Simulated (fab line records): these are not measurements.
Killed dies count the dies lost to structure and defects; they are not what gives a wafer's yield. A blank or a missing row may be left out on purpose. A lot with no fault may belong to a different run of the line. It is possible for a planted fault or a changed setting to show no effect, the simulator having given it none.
fab line records	flow n5_finfet
record lots=7	wafers=39
route steps=1938 shown BEOL_M11@1554 BEOL_M12@1637 PASSIVATION@1916
start_h: hours from the record's opening day to when the first of the lot's shown wafers began	wait_h: hours since the lot's step before	" identical to the entry in the row above	L1.1+2: a single row standing in for several wafers	- value missing, or start not given	* or withheld: withheld	< > ~ a bound
route shown NAME@n: a module of which the file shows steps, and the number in the route of the first	usual: mean/standard deviation of fault-free wafers	same: alike in all rows	chamber/n: place in a boat	sites: the reading at each site	_std_site: their standard deviation	_edge_site: mean of outer sites minus mean of inner sites	radius_mm: for every site, how far away it sits from the centre of the wafer	mask NAME#n: copy n	behind: the tool/chamber that last shaped the wafer	hold: what put the lot on hold/how long, in hours/how the hold closed	device: transistor that didn't switch, given as n, p or np	end of line: tests of these same wafers at the route's end	a step with no rows: only its recipe	killed: count of dies lost to structure and defects at first sort (not the wafer's yield)	map: a wafer's dies, marking killed ones x, the rest . and places with no die _
set.NAME: setting as actually run; set.NAME@STEP: the setting as run at that earlier step	model.NAME: the simulator's own value behind a step, which no gauge read
one table per step and one row per wafer, for lots whose settings were changed on purpose
## steps
# step N5_BEOL_M11_ETCH_62
# recipe chemistry=N2/H2	target=SOC	target_depth_a=1100	overetch_a=220	mask_material=SiARC	temp_c=40	time_s=165	ion_energy_ev=200	pressure_mtorr=30	source_w=840	bias_w=150	n2_flow_sccm=200	h2_flow_sccm=200
lot.wafer	tool	chamber	start_h	wait_h	set.time_s	model.etch.depth_nm	model.SiARC_of_BEOL_M11_COAT_60.thk_nm	model.BEOL_M11.cd_offset_nm
L074.1	rie_diel-06	0	241.81	0.0	220.5	99.77	21.2	0.8
L074.2	"	3	"	"	220.5	100	21.2	0.4
L074.3	"	2	"	"	165	100.1	23.8	-0.4
L074.4	"	1	"	"	165	100.3	23.4	-0.2
L074.5	"	1	"	"	165	100.2	23.4	-0.6
L074.6	"	0	"	"	220.5	100	21.4	1
L078.1	rie_diel-03	3	259.52	0.0	165	100.9	23.6	0.2
L078.2	"	0	"	"	104	86.58	25.8	-1
L078.3	"	1	"	"	165	100.9	23.4	0.2
L078.4	"	2	"	"	165	101	23.4	0.4
L078.5	"	2	"	"	104	84.53	25.8	-0.6
L078.6	"	3	"	"	104	82.69	26	-1.2
L080.1	rie_diel-04	0	276.35	0.0	165	99.95	23.4	0.4
L080.2	"	3	"	"	165	99.94	23.6	0
L080.3	"	1	"	"	165	100.3	23.6	0
L080.4	"	2	"	"	165	100.1	23.4	-0.2
L080.5	"	3	"	"	165	100	23.6	0.4
L080.6	"	0	"	"	165	100	23.4	0
L081.2	rie_diel-06	0	287.85	0.0	165	99.9	23.4	0.4
L081.5	"	0	"	"	165	100.3	23.4	0.4
L081.6	"	3	"	"	165	100	23.4	0
L084.1	rie_diel-04	3	297.77	0.0	249.4	100.1	20.2	1.8
L084.2	"	1	"	"	165	100.2	23.6	0.2
L084.3	"	2	"	"	249.4	99.98	19.8	1.8
L084.4	"	0	"	"	249.4	99.9	20.2	1.8
L084.5	"	1	"	"	165	100.2	23.6	0.4
L084.6	"	0	"	"	165	100.1	23.4	0
L088.1	rie_diel-04	1	323.43	0.0	165	100	23.4	0.6
L088.2	"	3	"	"	165	99.89	23.4	0.4
L088.3	"	2	"	"	111.9	90.94	25.6	-0.6
L088.4	"	0	"	"	111.9	90.15	25.6	-0.4
L088.5	"	3	"	"	111.9	90.39	25.8	-0.8
L088.6	"	2	"	"	165	100	23.4	0
L090.1	rie_diel-06	2	327.56	0.0	190.9	99.84	22.8	0.4
L090.2	"	3	"	"	165	99.97	23.4	0
L090.3	"	1	"	"	190.9	99.79	22.6	1
L090.4	"	2	"	"	165	100.1	23.8	-0.6
L090.5	"	1	"	"	190.9	99.84	22.4	0.4
L090.6	"	3	"	"	165	99.93	23.6	0.2
# step N5_BEOL_M11_STRIP_68
# recipe chemistry=N2/H2	temp_c=40	n2_flow_sccm=200	h2_flow_sccm=200	rf_frequency_hz=6e+07
# step N5_BEOL_M11_STRIP_67
# recipe chemistry=CF4	resist=SiARC	power_w=300	bias_power_w=75	pressure_mtorr=50	cf4_flow_sccm=150	rf_frequency_hz=6e+07
# step N5_BEOL_M11_HM_OPEN_17
# recipe chemistry=Cl2/BCl3	target_depth_a=200	overetch_a=60	target=TiN	mask_material=SOC	ion_energy_ev=150	pressure_mtorr=10	icp_w=1000	bias_w=126	Cl2_flow_sccm=53.25	bcl3_flow_sccm=21.75	Ar_flow_sccm=25
lot.wafer	tool	chamber	start_h	wait_h	set.time_s@BEOL_M11_ETCH_62	model.BEOL_M11.cd_offset_nm
L074.1	rie_metal-02	1	241.99	0.0	220.5	0.6
L074.2	"	0	"	"	220.5	0.4
L074.3+5	"	0,1	"	"	165	-0.6
L074.4	"	1	"	"	165	-0.4
L074.6	"	0	"	"	220.5	0.8
L078.1	rie_metal-01	1	259.71	0.0	165	0.2
L078.2	"	0	"	"	104	-1
L078.3	"	1	"	"	165	0
L078.4	"	0	"	"	165	0.4
L078.5	"	1	"	"	104	-0.8
L078.6	"	0	"	"	104	-1.2
L080.1+5	rie_metal-01	0,1	276.54	0.0	165	0.4
L080.2+3+6	"	1,0,0	"	"	165	0
L080.4	"	1	"	"	165	-0.2
L081.2	rie_metal-01	1	288.09	0.1	165	0.2
L081.5	"	0	"	"	165	0.4
L081.6	"	1	"	"	165	0
L084.1+3+4	rie_metal-03	0,1,0	297.96	0.0	249.4	1.8
L084.2+6	"	1	"	"	165	0
L084.5	"	0	"	"	165	0.4
L088.1	rie_metal-03	1	323.62	0.0	165	0.6
L088.2	"	0	"	"	165	0.4
L088.3+4	"	0,1	"	"	111.9	-0.4
L088.5	"	0	"	"	111.9	-0.8
L088.6	"	1	"	"	165	0
L090.1+5	rie_metal-03	1	327.74	0.0	190.9	0.6
L090.2	"	0	"	"	165	0
L090.3	"	1	"	"	190.9	1.2
L090.4	"	0	"	"	165	-0.6
L090.6	"	0	"	"	165	0.2
# step N5_BEOL_M11_STRIP_19
# recipe chemistry=O2	power_w=400	temp_c=40	pressure_mtorr=30	rf_frequency_hz=6e+07	bias_power_w=0	overash_fraction=0.2	o2_flow_sccm=225
# step N5_BEOL_M11_CD_MEAS_18
# recipe pitch_nm=140	target_cd_nm=70
# usual cd_nm=70.1/0.46
lot.wafer	tool	chamber	start_h	wait_h	set.time_s@BEOL_M11_ETCH_62	cd_nm
L074.1	cd_sem-01	-	242.17	0.0	220.5	70.8
L074.2	"	-	"	"	220.5	70.4
L074.3	"	-	"	"	165	69.4
L074.4	"	-	"	"	165	69.4
L074.5	"	-	"	"	165	69.2
L074.6	"	-	"	"	220.5	71.1
L078.1	cd_sem-03	-	259.89	0.0	165	70.2
L078.2	"	-	"	"	104	-
L078.3	"	-	"	"	165	69.8
L078.4	"	-	"	"	165	70.4
L078.5	"	-	"	"	104	-
L078.6	"	-	"	"	104	-
L080.1	cd_sem-02	-	276.72	0.0	165	70.7
L080.2	"	-	"	"	165	70.0
L080.3	"	-	"	"	165	70.3
L080.4	"	-	"	"	165	69.6
L080.5	"	-	"	"	165	70.1
L080.6	"	-	"	"	165	69.9
L081.2	cd_sem-01	-	288.28	0.1	165	70.2
L081.5	"	-	"	"	165	70.1
L081.6	"	-	"	"	165	69.8
L084.1	cd_sem-02	-	298.16	0.0	249.4	72.1
L084.2	"	-	"	"	165	70.0
L084.3	"	-	"	"	249.4	72.1
L084.4	"	-	"	"	249.4	72.1
L084.5	"	-	"	"	165	70.2
L084.6	"	-	"	"	165	70.0
L088.1	cd_sem-02	-	324.00	0.1	165	70.6
L088.2	"	-	"	"	165	70.3
L088.3	"	-	"	"	111.9	-
L088.4	"	-	"	"	111.9	-
L088.5	"	-	"	"	111.9	-
L088.6	"	-	"	"	165	69.6
L090.1	cd_sem-02	-	327.92	0.0	190.9	70.8
L090.2	"	-	"	"	165	70.0
L090.3	"	-	"	"	190.9	71.2
L090.4	"	-	"	"	165	69.1
L090.5	"	-	"	"	190.9	70.9
L090.6	"	-	"	"	165	70.2
# step N5_BEOL_M11_COAT_63
# recipe resist=SOC	temp_c=250	time_s=60	spin_rpm=1500	resist_thk_nm=100
# step N5_BEOL_M11_COAT_64
# recipe resist=SiARC	temp_c=220	time_s=60	spin_rpm=1500	resist_thk_nm=30
# step N5_BEOL_M11_PRECLEAN_42
# recipe chemistry=residue_remover	time_s=60	temp_c=40
# step N5_BEOL_M11_SRD_43
# recipe time_s=30	temp_c=23	rinse_liquid=diw	dry=ipa_marangoni
# step N5_BEOL_M11_CD_MEAS_35
# recipe target_cd_nm=70	polarity=opening
# usual cd_nm=70.1/0.46
lot.wafer	tool	chamber	start_h	wait_h	set.time_s@BEOL_M11_ETCH_62	cd_nm
L074.1	cd_sem-01	-	244.72	0.0	220.5	70.9
L074.2	"	-	"	"	220.5	70.4
L074.3	"	-	"	"	165	69.4
L074.4	"	-	"	"	165	69.7
L074.5	"	-	"	"	165	69.6
L074.6	"	-	"	"	220.5	71.5
L078.1	cd_sem-03	-	262.23	0.0	165	70.3
L078.2	"	-	"	"	104	-
L078.3	"	-	"	"	165	70.3
L078.4	"	-	"	"	165	70.3
L078.5	"	-	"	"	104	-
L078.6	"	-	"	"	104	-
L080.1	cd_sem-03	-	281.92	0.0	165	70.3
L080.2	"	-	"	"	165	70.2
L080.3	"	-	"	"	165	70.2
L080.4	"	-	"	"	165	70.0
L080.5	"	-	"	"	165	70.4
L080.6	"	-	"	"	165	69.8
L081.2	cd_sem-01	-	291.39	0.0	165	70.7
L081.5	"	-	"	"	165	70.6
L081.6	"	-	"	"	165	70.3
L084.1	cd_sem-03	-	302.63	0.0	249.4	72.3
L084.2	"	-	"	"	165	70.5
L084.3	"	-	"	"	249.4	72.3
L084.4	"	-	"	"	249.4	72.3
L084.5	"	-	"	"	165	70.3
L084.6	"	-	"	"	165	70.3
L088.1	cd_sem-03	-	326.62	0.0	165	70.7
L088.2	"	-	"	"	165	70.5
L088.3	"	-	"	"	111.9	-
L088.4	"	-	"	"	111.9	-
L088.5	"	-	"	"	111.9	-
L088.6	"	-	"	"	165	70.1
L090.1	cd_sem-01	-	331.10	0.0	190.9	70.7
L090.2	"	-	"	"	165	70.0
L090.3	"	-	"	"	190.9	71.5
L090.4	"	-	"	"	165	69.7
L090.5	"	-	"	"	190.9	70.5
L090.6	"	-	"	"	165	69.8
# step N5_BEOL_M12_ETCH_68
# recipe chemistry=N2/H2	target=SOC	mask_material=SiARC	source_w=3000	bias_w=350	temp_c=40	time_s=285	ion_energy_ev=200	pressure_mtorr=30	n2_flow_sccm=200	h2_flow_sccm=200
lot.wafer	tool	chamber	start_h	wait_h	set.time_s	model.SiARC_of_BEOL_M12_COAT_66.thk_nm
L074.1+4	rie_diel-05	2,0	251.00	0.1	401.3	77.4
L074.2	"	3	"	"	401.3	76
L074.3	"	1	"	"	285	86.8
L074.5	"	0	"	"	285	87.2
L074.6	"	1	"	"	285	86.6
L078.1	rie_diel-05	3	267.99	0.1	169.6	95.6
L078.2+5	"	1	"	"	285	85.8
L078.3	"	2	"	"	169.6	96.2
L078.4	"	3	"	"	285	85.6
L078.6	"	2	"	"	169.6	95.8
L080.1	rie_diel-02	0	287.69	0.1	285	85.4
L080.2	"	3	"	"	285	85.2
L080.3	"	1	"	"	285	85.6
L080.4	"	2	"	"	331.9	81.6
L080.5	"	0	"	"	331.9	81.2
L080.6	"	1	"	"	331.9	81.8
L081.2	rie_diel-05	3	296.04	0.1	285	85.8
L081.5	"	2	"	"	285	86.4
L081.6	"	1	"	"	285	86.6
L084.1	rie_diel-01	0	306.92	0.1	285	86.2
L084.2	"	1	"	"	285	85.4
L084.3	"	2	"	"	430.8	74
L084.4	"	1	"	"	430.8	73.4
L084.5	"	2	"	"	430.8	73.8
L084.6	"	0	"	"	285	85.8
L088.1+6	rie_diel-05	3	330.96	0.1	338.1	80.8
L088.2+5	"	0	"	"	285	84.8
L088.3	"	2	"	"	285	85.8
L088.4	"	1	"	"	338.1	81.4
L090.1	rie_diel-05	0	336.76	0.1	285	85.6
L090.2	"	3	"	"	285	85.8
L090.3+4	"	1,2	"	"	285	86.6
L090.5+6	"	2,1	"	"	285	86.2
# step N5_PASSIVATION_PECVD_35
# recipe material=SiNx	target_thk_a=7000	temp_c=400	precursor=SiH4/NH3/N2	pressure_torr=4.9	rf_w=1406	time_s=151.3
lot.wafer	tool	chamber	start_h	wait_h	set.time_s	model.SiNx_of_PASSIVATION_PECVD_35.thk_nm
L074.1	pecvd-03	1	288.94	0.1	151.3	698.6
L074.2	"	0	"	"	151.3	686
L074.3	"	2	"	"	151.3	693.2
L074.4	"	0	"	"	151.3	706
L074.5	"	1	"	"	151.3	700.6
L074.6	"	2	"	"	151.3	707
L078.1	pecvd-04	0	304.91	0.1	151.3	689.8
L078.2	"	1	"	"	151.3	681
L078.3	"	2	"	"	199.3	920.6
L078.4	"	0	"	"	199.3	921
L078.5	"	1	"	"	199.3	927
L078.6	"	2	"	"	151.3	701.2
L080.1	pecvd-03	2	319.51	0.1	151.3	686.2
L080.2	"	1	"	"	151.3	690
L080.3	"	0	"	"	80.19	351.4
L080.4	"	2	"	"	80.19	360
L080.5	"	1	"	"	151.3	698.6
L080.6	"	0	"	"	80.19	366.6
L081.2	pecvd-04	0	329.76	0.1	151.3	694.6
L081.5	"	2	"	"	151.3	716
L081.6	"	0	"	"	151.3	715.8
L084.1	pecvd-01	0	335.84	0.1	86.64	399.8
L084.2	"	1	"	"	151.3	705.8
L084.3	"	2	"	"	86.64	409.8
L084.4	"	2	"	"	151.3	713.4
L084.5	"	1	"	"	151.3	721.2
L084.6	"	0	"	"	86.64	407.6
L088.1	pecvd-03	2	360.10	0.1	234.1	1064
L088.2	"	1	"	"	151.3	693.8
L088.3	"	0	"	"	234.1	1061
L088.4	"	1	"	"	151.3	698
L088.5	"	0	"	"	234.1	1080
L088.6	"	2	"	"	151.3	702.8
L090.1	pecvd-01	0	366.78	0.1	83.13	388.2
L090.2	"	1	"	"	151.3	707
L090.3	"	2	"	"	151.3	709
L090.4	"	1	"	"	151.3	714.6
L090.5	"	0	"	"	83.13	395.8
L090.6	"	2	"	"	83.13	394.8
## key
split step=N5_BEOL_M11_ETCH_62	setting=time_s	stated=165	by=wafer
response step=N5_BEOL_M11_ETCH_62	reading=model.etch.depth_nm	shape=bent	at_lowest=84.6	at_stated=100.2	at_highest=99.99
response step=N5_BEOL_M11_ETCH_62	reading=model.SiARC_of_BEOL_M11_COAT_60.thk_nm	change=-0.0674	per=1%	r=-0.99
response step=N5_BEOL_M11_ETCH_62	reading=model.BEOL_M11.cd_offset_nm	change=+0.0322	per=1%	r=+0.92
response step=N5_BEOL_M11_HM_OPEN_17	reading=model.BEOL_M11.cd_offset_nm	change=+0.0329	per=1%	r=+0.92
response step=N5_BEOL_M11_CD_MEAS_18	reading=cd_nm	change=+0.0433	per=1%	r=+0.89
response step=N5_BEOL_M11_CD_MEAS_35	reading=cd_nm	change=+0.0408	per=1%	r=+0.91
split step=N5_BEOL_M12_ETCH_68	setting=time_s	stated=285	by=wafer
response step=N5_BEOL_M12_ETCH_68	reading=model.SiARC_of_BEOL_M12_COAT_66.thk_nm	change=-0.241	per=1%	r=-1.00
split step=N5_PASSIVATION_PECVD_35	setting=time_s	stated=151.3	by=wafer
response step=N5_PASSIVATION_PECVD_35	reading=model.SiNx_of_PASSIVATION_PECVD_35.thk_nm	change=+7.02	per=1%	r=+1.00
